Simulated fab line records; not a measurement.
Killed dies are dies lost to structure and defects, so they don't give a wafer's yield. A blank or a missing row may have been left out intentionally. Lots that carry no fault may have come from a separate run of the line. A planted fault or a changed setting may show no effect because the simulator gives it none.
Check of tool commonality / flow n5 finfet / Lots sampled 8, wafers sampled 23

WHY IT WAS OPENED
N5_BEOL_M4_RC_MEAS_101, reading IOFF_P: flagged on 2 of 8 lots. No-fault wafers: 0.21 nA/um, standard deviation 0.049.
Rule: a lot is flagged when every wafer of it that has a number lies more than 4 standard deviations from that mean, or none has a number. The rest of the lots are taken to be sound.

lot=L483; measured=day 12 07:51; on=prober-01; IOFF_P (nA/um), wafer by wafer=0.19 0.23; flag=
lot=L486; measured=day 12 16:52; on=prober-02; IOFF_P (nA/um), wafer by wafer=0.20 0.17 0.19; flag=
lot=L494; measured=day 13 09:17; on=prober-02; IOFF_P (nA/um), wafer by wafer=0.92 0.70 0.65; flag=FLAGGED
lot=L493; measured=day 14 05:34; on=prober-02; IOFF_P (nA/um), wafer by wafer=0.96 0.84 1.10; flag=FLAGGED
lot=L500; measured=day 15 19:40; on=prober-02; IOFF_P (nA/um), wafer by wafer=0.22 0.20 0.29; flag=
lot=L502; measured=day 15 22:50; on=prober-02; IOFF_P (nA/um), wafer by wafer=0.20 0.28 0.20; flag=
lot=L504; measured=day 16 04:26; on=prober-02; IOFF_P (nA/um), wafer by wafer=0.24 0.17 0.17; flag=
lot=L501; measured=day 17 04:29; on=prober-01; IOFF_P (nA/um), wafer by wafer=0.23 0.23 0.21; flag=
The mean of the flagged lots' numbers is 0.86 nA/um, +0.65 nA/um from the usual (+13 standard deviations).

WHICH TOOL RAN EACH LOT
4 process steps preceding the reading are held in the record, out of 1938 steps in the route. Read each cell as the tool, then ch plus the chambers that the sampled wafers visited, then the start.
lot=L483; flag=; N5_DUMMY_GATE_ETCH_37=rie diel-02 ch 1,2, day 3 04:05; N5_SPACER0_ALD_07=ald sin-03 ch 0,2, day 3 05:20; N5_SPACER0_ALD_08=ald sin-03 ch 0,2, day 3 05:44; N5_SD_EPI_N_ETCHBACK_44=rie diel-04 ch 2,3, day 3 06:48
lot=L486; flag=; N5_DUMMY_GATE_ETCH_37=rie diel-06 ch 1,2,3, day 4 01:28; N5_SPACER0_ALD_07=ald sin-02 ch 0,1,2, day 4 02:31; N5_SPACER0_ALD_08=ald sin-02 ch 0,1,2, day 4 02:55; N5_SD_EPI_N_ETCHBACK_44=rie diel-03 ch 0,1,2, day 4 03:51
lot=L494; flag=FLAGGED; N5_DUMMY_GATE_ETCH_37=rie diel-06 ch 0,2,3, day 5 23:46; N5_SPACER0_ALD_07=ald sin-01 ch 0,2,3, day 6 00:49; N5_SPACER0_ALD_08=ald sin-01 ch 0,2,3, day 6 01:14; N5_SD_EPI_N_ETCHBACK_44=rie diel-03 ch 0,3, day 6 02:17
lot=L493; flag=FLAGGED; N5_DUMMY_GATE_ETCH_37=rie diel-02 ch 0,2,3, day 5 19:36; N5_SPACER0_ALD_07=ald sin-02 ch 1,2,3, day 5 20:39; N5_SPACER0_ALD_08=ald sin-02 ch 1,2,3, day 5 21:04; N5_SD_EPI_N_ETCHBACK_44=rie diel-03 ch 0,1, day 5 22:29
lot=L500; flag=; N5_DUMMY_GATE_ETCH_37=rie diel-05 ch 0,1,2, day 7 10:44; N5_SPACER0_ALD_07=ald sin-02 ch 0,3, day 7 12:53; N5_SPACER0_ALD_08=ald sin-02 ch 0,3, day 7 13:18; N5_SD_EPI_N_ETCHBACK_44=rie diel-01 ch 0,2,3, day 7 14:22
lot=L502; flag=; N5_DUMMY_GATE_ETCH_37=rie diel-02 ch 1,2,3, day 8 00:43; N5_SPACER0_ALD_07=ald sin-02 ch 1,3, day 8 02:11; N5_SPACER0_ALD_08=ald sin-02 ch 1,3, day 8 02:35; N5_SD_EPI_N_ETCHBACK_44=rie diel-01 ch 1,2,3, day 8 03:39
lot=L504; flag=; N5_DUMMY_GATE_ETCH_37=rie diel-06 ch 0,1,2, day 8 10:56; N5_SPACER0_ALD_07=ald sin-01 ch 0,1,2, day 8 12:09; N5_SPACER0_ALD_08=ald sin-01 ch 0,1,2, day 8 12:34; N5_SD_EPI_N_ETCHBACK_44=rie diel-01 ch 0,2,3, day 8 13:32
lot=L501; flag=; N5_DUMMY_GATE_ETCH_37=rie diel-05 ch 0,1,2, day 7 16:47; N5_SPACER0_ALD_07=ald sin-01 ch 1,3, day 7 17:53; N5_SPACER0_ALD_08=ald sin-01 ch 1,3, day 7 18:18; N5_SD_EPI_N_ETCHBACK_44=rie diel-03 ch 0,2, day 7 19:47
What is done by these steps:
- N5_DUMMY_GATE_ETCH_37: etches SOC in N2/H2, target depth 60 nm, overetch 30 nm.
- N5_SPACER0_ALD_07: deposits SiNx, target thk 2 nm.
- N5_SPACER0_ALD_08: deposits SiNx, target thk 2 nm.
- N5_SD_EPI_N_ETCHBACK_44: etches SiNx in CH3F/O2, stops on SiO2, target depth 14.5 nm.
- N5_BEOL_M4_RC_MEAS_101

FLAGGED AGAINST TOTAL, ONE TOOL AT A TIME (gauges that did the reading follow at the end)
step=N5_DUMMY_GATE_ETCH_37; tool=rie diel-02; lots run=3; flagged=1; share of the flagged lots=some; sound lots run after its first flagged lot=1 (L502)
step=N5_DUMMY_GATE_ETCH_37; tool=rie diel-05; lots run=2; flagged=0; share of the flagged lots=none; sound lots run after its first flagged lot=-
step=N5_DUMMY_GATE_ETCH_37; tool=rie diel-06; lots run=3; flagged=1; share of the flagged lots=some; sound lots run after its first flagged lot=1 (L504)
step=N5_SPACER0_ALD_07; tool=ald sin-01; lots run=3; flagged=1; share of the flagged lots=some; sound lots run after its first flagged lot=2 (L501,L504)
step=N5_SPACER0_ALD_07; tool=ald sin-02; lots run=4; flagged=1; share of the flagged lots=some; sound lots run after its first flagged lot=2 (L500,L502)
step=N5_SPACER0_ALD_07; tool=ald sin-03; lots run=1; flagged=0; share of the flagged lots=none; sound lots run after its first flagged lot=-
step=N5_SPACER0_ALD_08; tool=ald sin-01; lots run=3; flagged=1; share of the flagged lots=some; sound lots run after its first flagged lot=2 (L501,L504)
step=N5_SPACER0_ALD_08; tool=ald sin-02; lots run=4; flagged=1; share of the flagged lots=some; sound lots run after its first flagged lot=2 (L500,L502)
step=N5_SPACER0_ALD_08; tool=ald sin-03; lots run=1; flagged=0; share of the flagged lots=none; sound lots run after its first flagged lot=-
step=N5_SD_EPI_N_ETCHBACK_44; tool=rie diel-01; lots run=3; flagged=0; share of the flagged lots=none; sound lots run after its first flagged lot=-
step=N5_SD_EPI_N_ETCHBACK_44; tool=rie diel-03; lots run=4; flagged=2; share of the flagged lots=all; sound lots run after its first flagged lot=1 (L501)
step=N5_SD_EPI_N_ETCHBACK_44; tool=rie diel-04; lots run=1; flagged=0; share of the flagged lots=none; sound lots run after its first flagged lot=-
step=N5_BEOL_M4_RC_MEAS_101; tool=prober-01; lots run=2; flagged=0; share of the flagged lots=none; sound lots run after its first flagged lot=-
step=N5_BEOL_M4_RC_MEAS_101; tool=prober-02; lots run=6; flagged=2; share of the flagged lots=all; sound lots run after its first flagged lot=3 (L500,L502,L504)

WHAT THE TABLE ALLOWS
Every flagged lot went through 2 rows of the table: rie diel-03 at N5_SD_EPI_N_ETCHBACK_44 and prober-02 at N5_BEOL_M4_RC_MEAS_101.
- rie diel-03 at N5_SD_EPI_N_ETCHBACK_44 ran 4 lots, 2 of them flagged. Sound lots ran on it after the first flagged one (L501), which a lasting fault on the whole tool wouldn't allow. Its own readings lie more than 4 standard deviations out on every wafer of the flagged lots: oes product au.
- prober-02 at N5_BEOL_M4_RC_MEAS_101 ran 6 lots, 2 of them flagged. Sound lots ran on it after the first flagged one (L500, L502, L504), which a lasting fault on the whole tool wouldn't allow.
Not one row of the table ran every flagged lot while running no sound lot after the first.

WHAT HAD BEEN PUT IN BY THE SIMULATOR
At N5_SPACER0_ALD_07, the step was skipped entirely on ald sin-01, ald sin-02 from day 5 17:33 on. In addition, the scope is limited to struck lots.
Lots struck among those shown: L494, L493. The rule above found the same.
